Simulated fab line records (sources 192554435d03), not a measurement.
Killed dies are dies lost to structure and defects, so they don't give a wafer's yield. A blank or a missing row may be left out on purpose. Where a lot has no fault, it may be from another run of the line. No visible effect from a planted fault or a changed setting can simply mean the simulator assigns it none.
Chamber matching | flow n5Finfet | N5_BEOL_M7_VIA_ETCH_34 on rieDiel-03 has 4 sister chambers
The step etches SiCOH lowk in C4F6/O2, target depth 125.5 nm, time 50.5 s. 4 wafers are shown with their chamber, then 10 later ones without.

## WAFERS PAIRED WITH THEIR CHAMBERS
wafer  | chamber | drypumpMotorCurrentA (A)
L088.1 | 3       | 5.5
L088.4 | 1       | 6.0
L093.3 | 2       | 5.3
L093.4 | 0       | 4.7

## WAFERS WITH NO CHAMBER GIVEN
wafer  | drypumpMotorCurrentA (A)
L093.5 | 6.0
L092.1 | 6.1
L092.2 | 4.8
L092.6 | 4.7
L091.1 | 4.8
L091.3 | 6.1
L091.6 | 6.0
L096.2 | 5.3
L096.3 | 5.5
L096.6 | 4.7

## WHICH CHAMBER EACH WENT THROUGH
wafer  | from the rows above | in truth
L093.5 | 1                   | 1
L092.1 | 1                   | 1
L092.2 | 0                   | 0
L092.6 | 0                   | 0
L091.1 | 0                   | 0
L091.3 | 1                   | 1
L091.6 | 1                   | 1
L096.2 | 2                   | 2
L096.3 | 3                   | 3
L096.6 | 0                   | 0
Placed correctly: 10 of 10. From these rows, 0 cannot be placed. Placed wrongly: 0.
How it was worked out, from the rows above alone: a wafer's distance from a chamber is the root of the sum, over the readings, of the square of ((its reading less the chamber's mean) divided by the reading's scatter). The wafer belongs to the nearest chamber; if the next one is less than 2 further off, it can't be placed. A chamber's mean is the mean of its shown wafers. The scatter: with one shown wafer a chamber, the root of the mean of the squares of how far each hidden wafer lies from its nearest shown one.
